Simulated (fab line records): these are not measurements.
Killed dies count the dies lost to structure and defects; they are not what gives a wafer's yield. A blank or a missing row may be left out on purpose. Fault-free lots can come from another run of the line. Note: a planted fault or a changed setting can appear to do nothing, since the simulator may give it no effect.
Problem report, 8D (eight disciplines) form, completed by code    flow n5-finfet    the parts of the form that need people (team, actions taken, sign-off) are left out

## 1. THE PROBLEM
At N5_FIN_SAQP_COAT_49, spin-speed-rpm averages 1648.4 rpm over 9 wafers from 3 lots, while fault-free wafers read 1499.9 rpm, standard deviation 0.86. So: +99 or more standard deviations from the usual mean.
The step: time 60 s, resist thk 100 nm.
The first sign was on wafer L412.1 at day 5 16:05, on litho-track-01. The record has a number at this step for 28 wafers belonging to 10 lots. By rule, "out" or "out of limits" means more than 4 standard deviations away from the usual mean. The other wafers with a number count as sound.

## 2. WHAT IT IS, WHAT IT ISN'T
question                     is                      is not
which readings at this step  spin-speed-rpm          -
which lots                   L412, L414, L415        L401, L404, L405, L406, L409, L419, L420
which wafers of those lots   all that have a number  -
read on which tools          litho-track-01          litho-track-02, litho-track-04
when                         from day 5 16:05        up to then (13 sound wafers); but 6 sound wafers of L419, L420 came after

## 3. WHAT RULES OUT EACH SUSPECT
Counting: any tool at a process step up to the reading is kept as a suspect provided that every lot that is out went through it and no sound lot did after the first of them.
- litho-track-01 at N5_FIN_SAQP_COAT_49 (time 60 s, resist thk 100 nm): kept. It processed each lot that is out, first L412 at day 5 16:05, and no sound lot thereafter; up to then, the last sound lot it processed was L409 at day 5 00:34. On those wafers its own readings are out: spin-speed-rpm.
Left after counting: litho-track-01 at N5_FIN_SAQP_COAT_49.

## 4. THE CAUSE (what the simulator had put in)
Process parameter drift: litho-track-01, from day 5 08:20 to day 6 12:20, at N5_FIN_SAQP_COAT_49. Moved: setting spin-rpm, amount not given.
After counting, this tool was the only one left.

## 5. SEQUENCE OF EFFECTS, ordered by route
Each row: a reading whose mean over the struck wafers that have a number lies more than 3 standard deviations from the usual. Scope: only readings with a usual standard deviation given in the record; hours: median across lots of the time from each lot's start at the first step in this table that gives one to its start at this step; sigmas: change in usual standard deviations.
hours  step                 reading         usual       on struck wafers  change  sigmas
0      N5_FIN_SAQP_COAT_49  spin-speed-rpm  1499.9 rpm  1648.4            +148.5  +99 or more
Process steps it contains:
- N5_FIN_SAQP_COAT_49: time 60 s, resist thk 100 nm.
Later steps that measure or inspect, where all struck wafers having a row at the step show a number for every such reading and not one has moved that far: N5_BEOL_M4_RC_MEAS_101.

## 6. HOW IT WOULD HAVE BEEN CAUGHT EARLIER
In this record no reading fell out of limits until day 5 16:05, 8 hours after the fault had begun at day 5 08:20.
